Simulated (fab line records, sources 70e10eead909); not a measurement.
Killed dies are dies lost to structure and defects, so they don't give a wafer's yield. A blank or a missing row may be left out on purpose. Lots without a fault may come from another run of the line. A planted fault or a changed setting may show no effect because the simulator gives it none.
Which tool did it? | flow nand_harc | 24 lots, 72 wafers sampled, at 6 steps of a route of 1302

WHAT THE GAUGES READ, wafer by wafer
NHARC_A_ONON_D2_THK_MEAS_30: measures by ellipsometry.
lot  | measured     | on            | thk_nm (nm)
L074 | day 12 23:18 | film_metro-01 | 1008 1005 1006
L075 | day 12 23:19 | film_metro-01 | 1006 1006 1007
L076 | day 14 06:58 | film_metro-02 | 1018 1018 1017
L077 | day 14 07:00 | film_metro-01 | 1000 1002 1000
L078 | day 14 14:05 | film_metro-02 | 1000 998 998
L079 | day 14 14:05 | film_metro-01 | 1009 1010 1011
L080 | day 15 05:58 | film_metro-01 | 1006 1006 1005
L081 | day 15 22:34 | film_metro-02 | 1014 1013 1012
L082 | day 15 22:25 | film_metro-02 | 1006 1005 1004
L083 | day 16 11:35 | film_metro-02 | 1007 1007 1008
L084 | day 16 11:49 | film_metro-01 | 978 977 978
L085 | day 17 14:23 | film_metro-01 | 1014 1015 1016
L086 | day 17 19:49 | film_metro-02 | 995 994 994
L087 | day 18 17:38 | film_metro-01 | 1005 1005 1006
L089 | day 19 01:26 | film_metro-01 | 1020 1017 1017
L088 | day 19 01:26 | film_metro-02 | 993 994 994
L090 | day 19 21:24 | film_metro-02 | 1005 1008 1007
L091 | day 19 21:35 | film_metro-02 | 989 990 990
L092 | day 20 02:22 | film_metro-01 | 1001 999 1001
L093 | day 21 02:30 | film_metro-02 | 992 991 992
L094 | day 21 02:30 | film_metro-01 | 984 988 988
L095 | day 21 19:43 | film_metro-02 | 1003 1003 1002
L096 | day 21 20:03 | film_metro-02 | 998 1000 999
L097 | day 23 00:10 | film_metro-01 | 1000 1002 1000

WHICH TOOL RAN EACH LOT (tool, then ch and the chambers of the sampled wafers, then the start)
lot  | NHARC_P_BONDPAD_ACTIVATE_29        | NHARC_A_CHANNEL_HOLE_D1_DEP_00 | NHARC_A_CHANNEL_HOLE_D1_DESCUM_15  | NHARC_A_CHANNEL_FILL_D1_ETCHBACK_20 | NHARC_A_DECK1_JOINT_DEP_16
L074 | rie_diel-11 ch 1,2, day 6 18:55    | acl_dep-02 ch 0, day 8 08:53   | rie_diel-12 ch 0,1, day 8 11:29    | rie_diel-09 ch 1,3, day 9 21:05     | pecvd-01 ch 1,2, day 12 09:58
L075 | rie_diel-13 ch 1,3, day 7 00:37    | acl_dep-01 ch 0, day 8 13:53   | rie_diel-12 ch 0,1, day 8 16:44    | rie_diel-08 ch 0,3, day 9 21:05     | pecvd-02 ch 0,2, day 12 09:58
L076 | rie_diel-11 ch 1,2,3, day 7 16:27  | acl_dep-03 ch 0, day 9 14:43   | rie_diel-12 ch 0,2,3, day 9 17:34  | rie_diel-09 ch 0,2,3, day 11 01:54  | pecvd-02 ch 0,1,2, day 13 17:56
L077 | rie_diel-11 ch 0,2,3, day 8 02:12  | acl_dep-01 ch 0, day 9 17:23   | rie_diel-12 ch 0,2, day 9 19:36    | rie_diel-05 ch 0,3, day 11 01:54    | pecvd-02 ch 1,2, day 13 17:47
L078 | rie_diel-11 ch 0,2,3, day 8 11:28  | acl_dep-03 ch 0, day 10 03:55  | rie_diel-04 ch 0,2,3, day 10 06:47 | rie_diel-09 ch 1,2, day 11 14:01    | pecvd-02 ch 0,1,2, day 13 22:50
L079 | rie_diel-11 ch 0,1,3, day 8 17:56  | acl_dep-01 ch 0, day 10 03:41  | rie_diel-12 ch 0,2,3, day 10 06:30 | rie_diel-05 ch 0,1,2, day 11 14:01  | pecvd-01 ch 0,1,2, day 13 22:47
L080 | rie_diel-11 ch 0,1,2, day 9 05:35  | acl_dep-01 ch 0, day 10 18:20  | rie_diel-12 ch 0,1, day 10 20:16   | rie_diel-05 ch 1,2,3, day 12 05:22  | pecvd-01 ch 0,1,2, day 14 17:12
L081 | rie_diel-13 ch 0,1,2, day 9 21:56  | acl_dep-02 ch 0, day 11 15:15  | rie_diel-10 ch 0,1, day 11 17:45   | rie_diel-08 ch 0,1,3, day 13 00:35  | pecvd-03 ch 0,1, day 15 09:13
L082 | rie_diel-13 ch 0,2,3, day 9 22:15  | acl_dep-01 ch 0, day 11 14:40  | rie_diel-12 ch 0,1,3, day 11 17:23 | rie_diel-08 ch 0,1,3, day 13 00:31  | pecvd-01 ch 1,2, day 15 09:13
L083 | rie_diel-06 ch 0,1,2, day 10 10:39 | acl_dep-01 ch 0, day 12 02:53  | rie_diel-04 ch 0,1,2, day 12 05:18 | rie_diel-08 ch 0,1,3, day 13 12:46  | pecvd-01 ch 0,2, day 15 20:47
L084 | rie_diel-11 ch 0,1, day 10 16:36   | acl_dep-02 ch 0, day 12 02:45  | rie_diel-10 ch 1,3, day 12 05:33   | rie_diel-09 ch 1,2,3, day 13 12:46  | pecvd-03 ch 0,1,2, day 15 20:46
L085 | rie_diel-11 ch 0,2, day 11 11:02   | acl_dep-03 ch 0, day 13 02:50  | rie_diel-12 ch 1,3, day 13 05:14   | rie_diel-05 ch 1,3, day 14 16:14    | pecvd-02 ch 1,2, day 17 01:36
L086 | rie_diel-11 ch 0,2, day 11 11:46   | acl_dep-01 ch 0, day 13 04:07  | rie_diel-04 ch 0,1, day 13 06:12   | rie_diel-09 ch 1,2, day 14 20:01    | pecvd-01 ch 0,1,2, day 17 07:01
L087 | rie_diel-13 ch 0,1, day 12 06:02   | acl_dep-01 ch 0, day 14 02:21  | rie_diel-12 ch 2,3, day 14 04:44   | rie_diel-09 ch 0,1,3, day 15 11:53  | pecvd-03 ch 1,2, day 18 03:20
L089 | rie_diel-13 ch 0,1,3, day 12 20:47 | acl_dep-02 ch 0, day 14 12:58  | rie_diel-12 ch 0,2,3, day 14 15:41 | rie_diel-05 ch 0,2,3, day 15 22:13  | pecvd-03 ch 0,1,2, day 18 09:56
L088 | rie_diel-11 ch 0,1,3, day 12 20:59 | acl_dep-02 ch 0, day 14 11:04  | rie_diel-12 ch 0,1,3, day 14 13:55 | rie_diel-09 ch 0,1,3, day 15 22:13  | pecvd-01 ch 1,2, day 18 10:01
L090 | rie_diel-11 ch 0,2,3, day 13 13:11 | acl_dep-01 ch 0, day 15 04:43  | rie_diel-10 ch 0,1, day 15 07:26   | rie_diel-05 ch 0,1,3, day 16 15:32  | pecvd-02 ch 0,2, day 19 08:05
L091 | rie_diel-06 ch 0,3, day 13 17:53   | acl_dep-01 ch 0, day 15 07:16  | rie_diel-12 ch 0,1, day 15 09:27   | rie_diel-09 ch 1,2,3, day 16 15:31  | pecvd-01 ch 0,1,2, day 19 08:04
L092 | rie_diel-13 ch 1,2, day 14 00:37   | acl_dep-01 ch 0, day 15 15:22  | rie_diel-12 ch 0,1,2, day 15 18:13 | rie_diel-05 ch 0,1,2, day 17 01:44  | pecvd-01 ch 1,2, day 19 13:36
L093 | rie_diel-13 ch 0,1, day 14 20:00   | acl_dep-02 ch 0, day 16 14:19  | rie_diel-10 ch 1,2, day 16 16:32   | rie_diel-09 ch 0,1, day 18 01:26    | pecvd-02 ch 0,1, day 20 13:48
L094 | rie_diel-06 ch 0,1,3, day 15 00:25 | acl_dep-01 ch 0, day 16 13:41  | rie_diel-12 ch 0,1, day 16 15:34   | rie_diel-08 ch 0,1,3, day 18 01:27  | pecvd-03 ch 0,1,2, day 20 13:49
L095 | rie_diel-06 ch 1,2,3, day 15 08:22 | acl_dep-03 ch 0, day 17 03:12  | rie_diel-12 ch 0,2,3, day 17 05:56 | rie_diel-09 ch 0,2,3, day 18 20:31  | pecvd-03 ch 0,1,2, day 21 06:20
L096 | rie_diel-06 ch 0,1,3, day 15 22:23 | acl_dep-03 ch 0, day 17 13:21  | rie_diel-12 ch 0,2,3, day 17 16:11 | rie_diel-09 ch 0,1,2, day 18 23:40  | pecvd-02 ch 0,1,2, day 21 06:16
L097 | rie_diel-11 ch 0,2, day 16 15:58   | acl_dep-02 ch 0, day 18 07:51  | rie_diel-04 ch 0,2,3, day 18 10:19 | rie_diel-05 ch 0,3, day 19 19:44    | pecvd-01 ch 0,1, day 22 11:25
- NHARC_P_BONDPAD_ACTIVATE_29: chemistry N2, time 60 s.
- NHARC_A_CHANNEL_HOLE_D1_DEP_00: deposits aC, target thk 3100 nm.
- NHARC_A_CHANNEL_HOLE_D1_DESCUM_15: chemistry O2, time 3 s.
- NHARC_A_CHANNEL_FILL_D1_ETCHBACK_20: etches the open film in C4F8/O2/Ar, target depth 27 nm, time 13.5 s.
- NHARC_A_DECK1_JOINT_DEP_16: deposits SiO2, target thk 45 nm.

WHAT THE TOOLS THEMSELVES READ (means of the sampled wafers that have a number; where no wafer has one, the mark that the record gives instead)
NHARC_P_BONDPAD_ACTIVATE_29.
lot  | tool        | drypump_motor_current_A (A) | n2_flow_sccm (sccm) | oes_product_au (a.u.) | rf_vpp_V (V) | showerhead_plenum_p_Torr (Torr)
L074 | rie_diel-11 | 5.0                         | 199.8               | 1.000                 | 64.3         | 1.74
L075 | rie_diel-13 | 5.5                         | 199.6               | 0.992                 | 65.1         | 1.69
L076 | rie_diel-11 | 5.4                         | 200.4               | 1.003                 | 62.9         | 1.75
L077 | rie_diel-11 | 5.7                         | 200.6               | 0.991                 | 63.7         | 1.69
L078 | rie_diel-11 | 5.7                         | 199.9               | 1.003                 | 64.4         | 1.69
L079 | rie_diel-11 | 5.9                         | 200.3               | 0.995                 | 64.4         | 1.75
L080 | rie_diel-11 | 5.4                         | 199.8               | 0.993                 | 64.0         | 1.75
L081 | rie_diel-13 | 5.4                         | 199.9               | 0.990                 | 64.0         | 1.71
L082 | rie_diel-13 | 5.6                         | 199.7               | 0.997                 | 64.2         | 1.74
L083 | rie_diel-06 | 5.3                         | 200.1               | 0.996                 | 63.4         | 1.79
L084 | rie_diel-11 | 5.8                         | 199.9               | 0.997                 | 64.2         | 1.76
L085 | rie_diel-11 | 5.7                         | 200.0               | 1.001                 | 63.9         | 1.69
L086 | rie_diel-11 | 5.3                         | 200.1               | 1.000                 | 64.4         | 1.68
L087 | rie_diel-13 | 5.3                         | 200.1               | 1.002                 | 63.0         | 1.67
L089 | rie_diel-13 | 5.4                         | 200.1               | 0.997                 | 64.1         | 1.70
L088 | rie_diel-11 | 5.9                         | 199.7               | 1.005                 | 63.2         | 1.75
L090 | rie_diel-11 | 5.7                         | 200.3               | 0.997                 | 64.8         | 1.69
L091 | rie_diel-06 | 5.8                         | 199.9               | 1.002                 | 63.7         | 1.78
L092 | rie_diel-13 | 5.5                         | 200.3               | 1.002                 | 64.0         | 1.70
L093 | rie_diel-13 | 5.2                         | 200.5               | 0.999                 | 64.0         | 1.67
L094 | rie_diel-06 | 5.5                         | 200.6               | 0.993                 | 63.9         | 1.78
L095 | rie_diel-06 | 5.6                         | 199.7               | 0.988                 | 65.0         | 1.72
L096 | rie_diel-06 | 5.5                         | 199.5               | 0.996                 | 64.3         | 1.78
L097 | rie_diel-11 | 5.3                         | 200.4               | 1.005                 | 63.2         | 1.68

NHARC_A_CHANNEL_HOLE_D1_DEP_00.
lot  | tool       | throttle_valve_pct (%)
L074 | acl_dep-02 | 34.999
L075 | acl_dep-01 | 34.998
L076 | acl_dep-03 | 35.003
L077 | acl_dep-01 | 34.998
L078 | acl_dep-03 | 35.005
L079 | acl_dep-01 | 34.998
L080 | acl_dep-01 | 35.004
L081 | acl_dep-02 | 34.997
L082 | acl_dep-01 | 34.990
L083 | acl_dep-01 | 34.991
L084 | acl_dep-02 | 35.004
L085 | acl_dep-03 | 34.998
L086 | acl_dep-01 | 35.001
L087 | acl_dep-01 | 35.010
L089 | acl_dep-02 | 35.008
L088 | acl_dep-02 | 35.005
L090 | acl_dep-01 | 35.005
L091 | acl_dep-01 | 34.996
L092 | acl_dep-01 | 34.995
L093 | acl_dep-02 | 34.999
L094 | acl_dep-01 | 34.997
L095 | acl_dep-03 | 34.997
L096 | acl_dep-03 | 35.001
L097 | acl_dep-02 | 34.994

NHARC_A_CHANNEL_HOLE_D1_DESCUM_15.
lot  | tool        | drypump_motor_current_A (A) | o2_flow_sccm (sccm) | oes_product_au (a.u.) | rf_vpp_V (V) | showerhead_plenum_p_Torr (Torr) | throttle_valve_pct (%)
L074 | rie_diel-12 | 6.2                         | 200.2               | 1.004                 | 58.0         | 1.88                            | 11.315
L075 | rie_diel-12 | 6.4                         | 199.1               | 0.999                 | 57.0         | 1.89                            | 11.315
L076 | rie_diel-12 | 5.4                         | 200.7               | 1.007                 | 56.7         | 1.83                            | 11.304
L077 | rie_diel-12 | 5.7                         | 200.1               | 1.007                 | 57.5         | 1.85                            | 11.302
L078 | rie_diel-04 | 5.5                         | 199.5               | 1.002                 | 57.6         | 1.98                            | 11.311
L079 | rie_diel-12 | 5.4                         | 199.8               | 1.001                 | 56.8         | 1.83                            | 11.314
L080 | rie_diel-12 | 6.4                         | 200.2               | 1.000                 | 58.7         | 1.89                            | 11.305
L081 | rie_diel-10 | 5.9                         | 200.1               | 1.000                 | 58.4         | 1.91                            | 11.302
L082 | rie_diel-12 | 5.8                         | 199.4               | 0.999                 | 57.8         | 1.85                            | 11.302
L083 | rie_diel-04 | 5.1                         | 199.5               | 1.006                 | 56.6         | 1.92                            | 11.311
L084 | rie_diel-10 | 5.3                         | 200.4               | 1.002                 | 57.8         | 1.86                            | 11.316
L085 | rie_diel-12 | 6.0                         | 200.3               | 0.996                 | 58.0         | 1.86                            | 11.314
L086 | rie_diel-04 | 4.8                         | 199.9               | 1.005                 | 57.4         | 1.89                            | 11.309
L087 | rie_diel-12 | 5.1                         | 199.7               | 0.987                 | 56.8         | 1.80                            | 11.316
L089 | rie_diel-12 | 5.4                         | 200.0               | 0.995                 | 57.4         | 1.83                            | 11.317
L088 | rie_diel-12 | 5.9                         | 199.2               | 0.993                 | 57.7         | 1.85                            | 11.314
L090 | rie_diel-10 | 5.5                         | 200.8               | 1.001                 | 57.3         | 1.87                            | 11.312
L091 | rie_diel-12 | 6.2                         | 200.3               | 1.011                 | 57.4         | 1.87                            | 11.316
L092 | rie_diel-12 | 5.9                         | 200.1               | 0.992                 | 58.2         | 1.86                            | 11.303
L093 | rie_diel-10 | 5.5                         | 199.8               | 0.999                 | 57.9         | 1.83                            | 11.315
L094 | rie_diel-12 | 6.2                         | 200.5               | 1.007                 | 57.1         | 1.87                            | 11.308
L095 | rie_diel-12 | 5.4                         | 200.1               | 0.997                 | 57.9         | 1.82                            | 11.313
L096 | rie_diel-12 | 5.4                         | 200.6               | 1.001                 | 57.5         | 1.82                            | 11.313
L097 | rie_diel-04 | 5.5                         | 199.8               | 0.998                 | 58.1         | 1.96                            | 11.314

NHARC_A_CHANNEL_FILL_D1_ETCHBACK_20.
lot  | tool        | oes_product_au (a.u.) | rf_vpp_V (V)
L074 | rie_diel-09 | 1.00                  | 982
L075 | rie_diel-08 | 0.99                  | 981
L076 | rie_diel-09 | 0.93                  | 981
L077 | rie_diel-05 | 1.00                  | 981
L078 | rie_diel-09 | 0.93                  | 975
L079 | rie_diel-05 | 1.00                  | 980
L080 | rie_diel-05 | 0.98                  | 974
L081 | rie_diel-08 | 1.00                  | 978
L082 | rie_diel-08 | 0.92                  | 979
L083 | rie_diel-08 | 0.92                  | 979
L084 | rie_diel-09 | 0.92                  | 980
L085 | rie_diel-05 | 1.00                  | 978
L086 | rie_diel-09 | 0.99                  | 981
L087 | rie_diel-09 | 1.01                  | 976
L089 | rie_diel-05 | 0.93                  | 974
L088 | rie_diel-09 | 0.96                  | 976
L090 | rie_diel-05 | 0.92                  | 980
L091 | rie_diel-09 | 1.00                  | 981
L092 | rie_diel-05 | 0.93                  | 979
L093 | rie_diel-09 | 1.00                  | 971
L094 | rie_diel-08 | 1.00                  | 979
L095 | rie_diel-09 | 0.92                  | 979
L096 | rie_diel-09 | 0.95                  | 975
L097 | rie_diel-05 | 1.00                  | 980

NHARC_A_DECK1_JOINT_DEP_16.
lot  | tool     | heater_power_w (W) | throttle_valve_pct (%)
L074 | pecvd-01 | 604                | 16.2
L075 | pecvd-02 | 714                | 16.2
L076 | pecvd-02 | 614                | 16.2
L077 | pecvd-02 | 523                | 16.1
L078 | pecvd-02 | 642                | 16.3
L079 | pecvd-01 | 577                | 16.2
L080 | pecvd-01 | 648                | 15.8
L081 | pecvd-03 | 467                | 15.9
L082 | pecvd-01 | 608                | 15.9
L083 | pecvd-01 | 704                | 15.8
L084 | pecvd-03 | 512                | 15.9
L085 | pecvd-02 | 531                | 16.1
L086 | pecvd-01 | 625                | 16.0
L087 | pecvd-03 | 502                | 16.4
L089 | pecvd-03 | 498                | 15.8
L088 | pecvd-01 | 591                | 15.9
L090 | pecvd-02 | 692                | 16.4
L091 | pecvd-01 | 650                | 15.8
L092 | pecvd-01 | 625                | 15.9
L093 | pecvd-02 | 708                | 16.3
L094 | pecvd-03 | 525                | 16.0
L095 | pecvd-03 | 486                | 16.1
L096 | pecvd-02 | 639                | 16.2
L097 | pecvd-01 | 659                | 15.7

THE ANSWER, worked out from the rows above alone
Rule: what is usual is taken from the lots themselves. Put in order of their means at a reading, lots are off if they are a third of the lots or fewer, leave a main group of 4 or more, and stand apart from it by a gap of 3 or more times the standard deviation of the main group's means; of several such gaps the widest counts. A main group whose means are all the same, to the digits that the tables above print for the reading, isn't used. A lot without any number at a reading at which 4 lots or more have one is off too. The other lots that the step has rows for count as sound. The gauges are gone through in route order, then the tools' own readings, and for those a lot's mean is taken as printed above. The first step at which some lot is off is used, and at that step the reading that is off furthest; a lot without a number counts as furthest.
No lot is off at any reading shown: from this, nothing can be told.

WHAT THE SIMULATOR HAD PUT IN
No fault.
